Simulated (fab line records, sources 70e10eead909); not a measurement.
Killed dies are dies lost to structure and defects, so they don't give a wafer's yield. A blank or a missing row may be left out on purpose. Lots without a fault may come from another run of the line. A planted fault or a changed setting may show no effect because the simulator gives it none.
Chamber matching | flow nand_harc | NHARC_P_GATE_DESCUM_13 on rie_diel-11: 4 sister chambers
The step chemistry O2, time 3 s. 8 wafers are shown with their chamber, then 7 later ones without.

WAFERS WITH THEIR CHAMBER
wafer  | chamber | drypump_motor_current_A (A) | throttle_valve_pct (%)
L495.1 | 1       | 6.2                         | 11.307
L495.4 | 0       | 5.3                         | 11.330
L498.4 | 2       | 6.4                         | 11.319
L499.1 | 0       | 5.3                         | 11.338
L499.4 | 3       | 5.5                         | 11.306
L499.5 | 3       | 5.5                         | 11.315
L502.3 | 1       | 6.1                         | 11.326
L502.5 | 2       | 6.4                         | 11.310

WAFERS WITHOUT THEIR CHAMBER
wafer  | drypump_motor_current_A (A) | throttle_valve_pct (%)
L502.6 | 6.2                         | 11.324
L515.2 | 5.3                         | 11.303
L515.4 | 6.4                         | 11.311
L515.5 | 5.5                         | 11.308
L517.1 | 6.1                         | 11.312
L517.3 | 5.3                         | 11.309
L517.5 | 6.2                         | 11.309

WHICH CHAMBER EACH WENT THROUGH
wafer  | from the rows above | in truth
L502.6 | 1                   | 1
L515.2 | 0                   | 0
L515.4 | 2                   | 2
L515.5 | 3                   | 3
L517.1 | 1                   | 1
L517.3 | 0                   | 0
L517.5 | 1                   | 1
Placed correctly: 7 of 7. Can't be placed from these rows: 0. Placed wrongly: 0.
How it was worked out, from the rows above alone: a wafer's distance from a chamber is the root of the sum, over the readings, of the square of ((its reading less the chamber's mean) divided by the reading's scatter). The wafer belongs to the nearest chamber; if the next one is less than 2 further off, it can't be placed. A chamber's mean is the mean of its shown wafers. The scatter: the root of (the sum of the squares of (reading less its chamber's mean) over the shown wafers, divided by (wafers less chambers)).
